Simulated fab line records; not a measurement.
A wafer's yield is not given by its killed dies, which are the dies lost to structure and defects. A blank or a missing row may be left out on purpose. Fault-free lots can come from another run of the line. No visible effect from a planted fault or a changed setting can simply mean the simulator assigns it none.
Struck lot and sound lot, side by side ; flow n5 finfet ; 16 out of 1938 route steps
Sound: these wafers, L817.2, L817.3, L817.4. Struck: wafer L832.1. (L832.5, L832.6 of the same lot were not struck and are left out.) The cause comes at the end.
Order at every step that has rows: each side's tool, ch and its chambers, its first start. Under that, the readings that differ: sound wafers ; struck wafers ; difference of the means ; sigmas: that difference in standard deviations of wafers without a fault.
alike: a reading whose means differ by less than 2 such deviations, as well as words and numbers matching on both sides. not compared: withheld readings; readings where some wafer has no value; bounds like >300 that might hide an equal value; numbers whose values overlap and for which the record gives no deviation.
A row with sigmas, a row that says differs or no value, or rows on one side alone: a step with any of these is where the two part. When numbers do not overlap yet have no deviation, they are printed without sigmas and do not part them. A reading that every wafer of one side lacks parts them only if that side has two wafers or more.

first, 6 steps without rows for these wafers: N5_BEOL_M2_COAT_22 (resist thk 30 nm); N5_BEOL_M2_EBR_24; N5_BEOL_M2_SOFTBAKE_23 (time 60 s); N5_BEOL_M2_EXPOSE_25 (exposes mask V1, defocus 5 nm); N5_BEOL_M2_PEB_26 (peb time 60 s); N5_BEOL_M2_DEVELOP_27 (develop time 30 s).
N5_BEOL_M2_CD_MEAS_28: target cd 26.2 nm, target cd y 24.1 nm.
  sound on cd sem-01 ch 0, day 8 09:46; struck on cd sem-01 ch 0, day 10 20:38
  alike: cd nm
N5_BEOL_M2_OVL_MEAS_29:
  sound on overlay-02 ch 0, day 8 09:49; struck on overlay-01 ch 0, day 10 20:40
  alike: V1_OVL
N5_BEOL_M2_INSPECT_30: inspects for defects (brightfield).
  sound: defect inspect-02 at day 8 09:52; struck: defect inspect-01 at day 10 20:43
  alike: raw defect count
N5_BEOL_M2_DESCUM_33: chemistry O2, time 7 s.
  sound on rie diel-03 ch 0,1,2, day 8 09:54; struck on rie diel-05 ch 1, day 10 20:45
reading;sound;struck;difference;sigmas
rf hours counter h (h);113 142 118;90;-34;
  alike: bias power w, drypump motor current A, oes product au, rf vpp V, showerhead plenum p Torr, throttle valve pct
N5_BEOL_M2_ETCH_77: etches underlayer in N2/H2, target depth 6.5 nm, time 5.2 s.
  sound on rie diel-03 ch 0,1,2, day 8 09:56; struck on rie diel-05 ch 1, day 10 20:47
reading;sound;struck;difference;sigmas
rf hours counter h (h);113 142 118;90;-34;
  alike: drypump motor current A, etch rf on time s, h2 flow sccm, oes product au, rf vpp V, showerhead plenum p Torr, throttle valve pct
N5_BEOL_M2_ETCH_69: etches SiARC in CF4, target depth 15.6 nm, time 26 s.
  sound on rie diel-03 ch 0,1,2, day 8 09:57; struck on rie diel-05 ch 1, day 10 20:48
reading;sound;struck;difference;sigmas
etch rf on time s (s);26.4 25.6 27.1;24.9;-1.5;-2
rf hours counter h (h);113 142 118;90;-34;
  alike: drypump motor current A, oes product au, rf vpp V, showerhead plenum p Torr, throttle valve pct
N5_BEOL_M2_ALD_98: deposits SiO2, target thk 2.5 nm, pulse time 1 s, co reactant pulse time 1 s.
  sound on ald sin-03 ch 1,2,3, day 8 10:07; struck on ald sin-04 ch 1, day 10 20:57
reading;sound;struck;difference;sigmas
ald cycles;17 17 17;16;-1;
  alike: heater power w, precursor pulse height rel
N5_BEOL_M2_ETCHBACK_99: etches SiO2 in CHF3, target depth 5 nm, time 10.4 s.
  sound on rie diel-01 ch 0,1,2, day 8 12:31; struck on rie diel-03 ch 3, day 11 00:55
reading;sound;struck;difference;sigmas
oes product au (a.u.);0.87 0.74 0.80;0.99;+0.19;+3
rf hours counter h (h);49 179 99;2;-107;
  alike: drypump motor current A, rf vpp V, showerhead plenum p Torr, throttle valve pct
N5_BEOL_M4_RC_MEAS_101:
  sound on prober-02 ch 0, day 9 21:12; struck on prober-02 ch 0, day 12 17:44
  alike: DIBL_N, DIBL_P, IOFF_N, IOFF_P, ION_N, ION_P, SS_N, SS_P, VT_N, VT_P
-- here the record skips 4 days between the struck wafers' starts before and after, leaving off in module BEOL_M4 and picking up in module PASSIVATION (first step shown: number 1936 of the route) --
N5_PASSIVATION_PROBE_49:
  sound: prober-01 at day 14 19:49; struck: prober-01 at day 17 02:33
  alike: defect limited yield, killed_at_M0_to_M3, killed_at_M4_up, killed at contacts, killed at front end, killed at other, killed dies, killed on rim, killed open, killed short, sort_bin_4_leakage, sort_bin_5_function, sort_bin_6_memory, sort n pass, sort yield pct

WHERE THEY PART
First at N5_BEOL_M2_ETCH_69; last, within this record, at N5_BEOL_M2_ETCHBACK_99. Later steps at which nothing parts them and some readings are alike: N5_BEOL_M4_RC_MEAS_101, N5_PASSIVATION_PROBE_49.

WHY: the cause the simulator had injected
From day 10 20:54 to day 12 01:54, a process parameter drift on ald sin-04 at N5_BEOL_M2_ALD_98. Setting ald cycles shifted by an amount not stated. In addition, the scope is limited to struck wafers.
